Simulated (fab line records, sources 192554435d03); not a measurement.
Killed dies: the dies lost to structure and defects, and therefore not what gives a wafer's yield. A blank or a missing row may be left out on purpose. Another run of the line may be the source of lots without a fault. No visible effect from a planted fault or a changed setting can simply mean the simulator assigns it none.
Struck lot and sound lot, side by side | flow n5 finfet | 36 out of 1938 route steps
Sound: these wafers, L608.1, L608.2, L608.6. Struck: wafers L616.3, L616.6. (L616.1 of the same lot was not struck and is left out.) The cause comes at the end.
For every step that has rows: the tool of each side, followed by ch and its chambers, followed by its first start. Under that, the readings that differ: sound wafers | struck wafers | difference of the means | sigmas: that difference in standard deviations of wafers without a fault.
alike: same words and numbers on both sides, and readings whose means sit less than 2 such deviations apart. not compared: any withheld reading, any reading some wafer has no value for, any bound like >300 that may hide the same value, and any number with overlapping values for which the record gives no deviation.
The two part at a step that has a row with sigmas, a row that says differs or no value, or rows on one side only. Numbers that have no deviation but don't overlap get no sigmas and don't part them. A reading that every wafer of one side lacks parts them only if that side has two wafers or more.

first, 9 steps without rows for these wafers: N5_BEOL_M4_ANNEAL_95 (time 240 s); N5_BEOL_M4_SPUTTER_96 (material Cu, target thk 4.5 nm, time 8.29 s); N5_BEOL_M4_ECD_50 (material Cu, target thk 300 nm); N5_BEOL_M4_ANNEAL_51 (time 90 s); N5_BEOL_M4_CMP_52 (polishes, stops on SiOC, t overpolish 6.8 s, target thk 40 nm); N5_BEOL_M4_PRE_CLEAN_60 (time 15 s); N5_BEOL_M4_CO_CAP_55 (material Co, precursor CCTBA/H2, target thk 2 nm, time 102.1 s); N5_BEOL_M4_PRE_CLEAN_56 (time 15 s); N5_BEOL_M4_DEP_57 (deposits SiCN from 3MS/NH3, target thk 8 nm, time 14 s).
N5_BEOL_M4_RC_MEAS_101:
  sound on prober-02 ch 0, day 7 16:16; struck on prober-01 ch 0, day 10 13:50
  alike: DIBL_N, DIBL_P, IOFF_N, IOFF_P, ION_N, ION_P, SS_N, SS_P, VT_N, VT_P
then, 24 steps without rows for these wafers: N5_BEOL_M5_ILD_DEP_00 (deposits SiCOH lowk from DEMS/porogen, target thk 140.64 nm, time 25.9 s); N5_BEOL_M5_CURE_79 (cures SiCOH lowk, time 240 s); N5_BEOL_M5_PECVD_70 (deposits SiO2 from TEOS/O2, target thk 16 nm, time 18 s); N5_BEOL_M5_HM_DEP_02 (deposits TiN, target thk 20 nm); N5_BEOL_M5_COAT_59 (time 60 s, resist thk 60 nm); N5_BEOL_M5_COAT_60 (time 60 s, resist thk 12 nm); N5_BEOL_M5_COAT_71 (time 60 s, resist thk 5 nm); N5_BEOL_M5_COAT_05 (resist thk 30 nm); N5_BEOL_M5_EBR_07; N5_BEOL_M5_SOFTBAKE_06 (time 60 s); N5_BEOL_M5_EXPOSE_08 (exposes mask M5, target cd 28 nm); N5_BEOL_M5_PEB_09 (peb time 60 s); N5_BEOL_M5_DEVELOP_10 (develop time 30 s); N5_BEOL_M5_DESCUM_16 (chemistry O2, time 7 s); N5_BEOL_M5_ETCH_72 (etches underlayer in N2/H2, target depth 6.5 nm, time 5.2 s); N5_BEOL_M5_ETCH_61 (etches SiARC in CF4, target depth 15.6 nm, time 26 s); N5_BEOL_M5_ETCH_62 (etches SOC in N2/H2, target depth 75 nm, overetch 15 nm, time 112.5 s); N5_BEOL_M5_STRIP_63 (strips in N2/H2); N5_BEOL_M5_STRIP_73 (strips in N2/H2); N5_BEOL_M5_STRIP_64 (strips in CF4); N5_BEOL_M5_HM_OPEN_17 (chemistry Cl2/BCl3, target TiN, target depth 20 nm, overetch 6 nm); N5_BEOL_M5_STRIP_19 (strips in O2); N5_BEOL_M5_COAT_65 (time 60 s, resist thk 60 nm); N5_BEOL_M5_COAT_66 (time 60 s, resist thk 12 nm).
-- a jump in the record: the struck wafers' starts before and after are 4 days apart (it breaks off in module BEOL_M5 and resumes in module PASSIVATION, where the first step shown is number 1930 of the route) --
N5_PASSIVATION_ETCH_54: etches SiO2 in CHF3/O2, target depth 880 nm, time 440 s.
  sound on rie diel-01 ch 2,3, day 11 18:20; struck on rie diel-01 ch 1,2, day 14 20:39
  reading                                 | sound             | struck      | difference | sigmas
  model.etch.depth nm (nm)                | 902.7 869.8 871.3 | 668.6 682.9 | -205.5     |
  model.PASSIVATION.feature depth nm (nm) | 902.6 869.8 871.2 | 668.6 683   | -205.4     |
  alike: O2_flow_sccm, chamber pressure mTorr, drypump motor current A, oes_ar_750_au, oes product au, rf vpp V, showerhead plenum p Torr, throttle valve pct
  not compared: rf hours counter h
N5_PASSIVATION_PROBE_49:
  sound: prober-02 at day 11 23:57; struck: prober-02 at day 14 23:32
  reading                  | sound          | struck    | difference | sigmas
  defect limited yield (%) | 92.2 89.7 92.1 | 0 0       | -91        | -61
  killed at other          | 0 2 5          | 1088 1077 | +1080      | +99 or more
  killed dies              | 92 121 93      | 1180 1180 | +1078      | +60
  killed on rim            | 10 15 11       | 152 152   | +140       | +35
  sort_bin_5_function (%)  | 4.2 5.4 5.1    | 96.9 96.1 | +91.6      | +95
  sort n pass              | 1088 1059 1087 | 0 0       | -1078      | -60
  sort yield pct (%)       | 92.2 89.7 92.1 | 0 0       | -91        | -61
  alike: killed_at_M0_to_M3, killed_at_M4_up, killed at contacts, killed at front end, killed open, killed short, sort_bin_6_memory

## WHERE THEY PART
Within this record, at N5_PASSIVATION_PROBE_49 only.

WHY: what had been put in by the simulator
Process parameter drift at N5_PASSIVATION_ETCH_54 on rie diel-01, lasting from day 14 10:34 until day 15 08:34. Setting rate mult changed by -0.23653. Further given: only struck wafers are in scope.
